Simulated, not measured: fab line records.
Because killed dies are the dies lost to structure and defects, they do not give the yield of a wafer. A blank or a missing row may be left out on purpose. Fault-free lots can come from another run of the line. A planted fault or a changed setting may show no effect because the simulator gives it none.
Chamber matching + flow nandHarc + 4 sister chambers for NHARC_A_BLC_STRIP_21 on rieDiel-09
The step strips in O2. 8 wafers are shown with their chamber, then 7 later ones without.

== WAFERS WITH THEIR CHAMBER ==
| wafer  | chamber | drypumpMotorCurrentA (A) | showerheadPlenumPTorr (Torr) |
|--------|---------|--------------------------|------------------------------|
| L080.4 | 3       | 6.5                      | 3.63                         |
| L080.6 | 1       | 5.5                      | 3.80                         |
| L083.3 | 0       | 5.2                      | 3.47                         |
| L083.6 | 1       | 5.5                      | 3.79                         |
| L084.1 | 3       | 6.5                      | 3.62                         |
| L084.5 | 2       | 5.7                      | 3.54                         |
| L088.3 | 0       | 5.2                      | 3.46                         |
| L088.4 | 2       | 5.8                      | 3.54                         |

== WAFERS WITHOUT THEIR CHAMBER ==
| wafer  | drypumpMotorCurrentA (A) | showerheadPlenumPTorr (Torr) |
|--------|--------------------------|------------------------------|
| L088.6 | 6.5                      | 3.61                         |
| L091.1 | 5.7                      | 3.54                         |
| L091.3 | 5.2                      | 3.46                         |
| L091.4 | 5.5                      | 3.78                         |
| L097.1 | 6.5                      | 3.60                         |
| L097.2 | 5.8                      | 3.53                         |
| L097.6 | 5.5                      | 3.77                         |

== EACH ONE'S CHAMBER ==
| wafer  | from the rows above | in truth |
|--------|---------------------|----------|
| L088.6 | 3                   | 3        |
| L091.1 | 2                   | 2        |
| L091.3 | 0                   | 0        |
| L091.4 | 1                   | 1        |
| L097.1 | 3                   | 3        |
| L097.2 | 2                   | 2        |
| L097.6 | 1                   | 1        |
Correctly placed: 7 of 7. From these rows, 0 cannot be placed. Placed wrongly: 0.
How it was worked out, from the rows above alone: a wafer's distance from a chamber is the root of the sum, over the readings, of the square of ((its reading less the chamber's mean) divided by the reading's scatter). The wafer belongs to the nearest chamber; if the next one is less than 2 further off, it can't be placed. For every chamber, the mean is computed from those of its wafers that are shown. The scatter is the square root of a quotient: the sum, over the shown wafers, of each reading's squared deviation from its chamber's mean, divided by wafers minus chambers.
